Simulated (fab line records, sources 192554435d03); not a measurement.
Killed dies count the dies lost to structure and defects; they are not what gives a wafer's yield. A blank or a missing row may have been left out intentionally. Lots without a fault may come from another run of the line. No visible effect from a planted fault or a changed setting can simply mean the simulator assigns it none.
Matching of chambers ; flow n5 finfet ; N5_MOL_CONTACT_COAG_ALD_131 on ald sin-01 has 4 sister chambers
The step deposits SiO2, target thk 5 nm, pulse time 1 s, co reactant pulse time 1 s. 16 wafers are shown with their chamber, then 8 later ones without.

## WAFERS, EACH WITH ITS CHAMBER
wafer;chamber;heater power w (W);susceptor temp C (C);precursor pulse height rel
L082.2;0;78;99.96;1.010
L082.5;3;73;99.81;1.048
L082.6;0;78;99.95;0.974
L084.2;3;71;99.99;0.970
L084.4;1;93;99.96;0.999
L084.5;0;78;100.08;0.977
L085.1;2;73;99.93;1.001
L085.2;3;71;99.92;1.018
L085.3;1;95;99.78;0.999
L088.3;3;71;99.92;0.967
L088.5;3;72;99.81;0.999
L088.6;2;74;100.04;0.989
L092.1;1;92;99.87;1.001
L092.4;2;72;99.93;0.973
L092.6;3;70;100.03;1.007
L093.1;3;70;99.95;0.979

SIGNATURES (averages over the wafers above)
reading;chamber 0;chamber 1;chamber 2;chamber 3;scatter within a chamber
heater power w;78.00;93.33;73.00;71.14;1.06
susceptor temp C;99.9967;99.8700;99.9667;99.9186;0.08
precursor pulse height rel;0.98700;0.99967;0.98767;0.99829;0.0229
Rule: for a wafer and a chamber, the distance is found by dividing, reading by reading, the gap between the wafer's reading and the chamber's mean by the reading's scatter, squaring, summing and taking the root. If the next closest chamber is less than 2 further off than the closest, the wafer can't be placed; otherwise it belongs to the closest. The scatter is the square root of a quotient: the sum, over the shown wafers, of each reading's squared deviation from its chamber's mean, divided by wafers minus chambers.

## WAFERS WITH NO CHAMBER GIVEN
wafer;heater power w (W);susceptor temp C (C);precursor pulse height rel
L093.5;70;100.22;0.968
L093.6;72;99.98;0.992
L095.2;73;99.96;0.995
L095.3;72;99.96;0.991
L095.5;81;100.27;1.009
L097.1;92;99.97;1.001
L097.2;73;100.11;1.011
L097.4;70;99.96;0.971

## WHICH CHAMBER EACH WENT THROUGH
wafer;from the rows above;in truth
L093.5;can't be placed: 3 or 2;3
L093.6;can't be placed: 2 or 3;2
L095.2;can't be placed: 2 or 3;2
L095.3;can't be placed: 2 or 3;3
L095.5;0;0
L097.1;1;1
L097.2;can't be placed: 2 or 3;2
L097.4;can't be placed: 3 or 2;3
Correct placement for 2 of the 8. Unplaceable from these rows: 6, with the true chamber sitting among the candidates in 6. 0 placed wrongly.
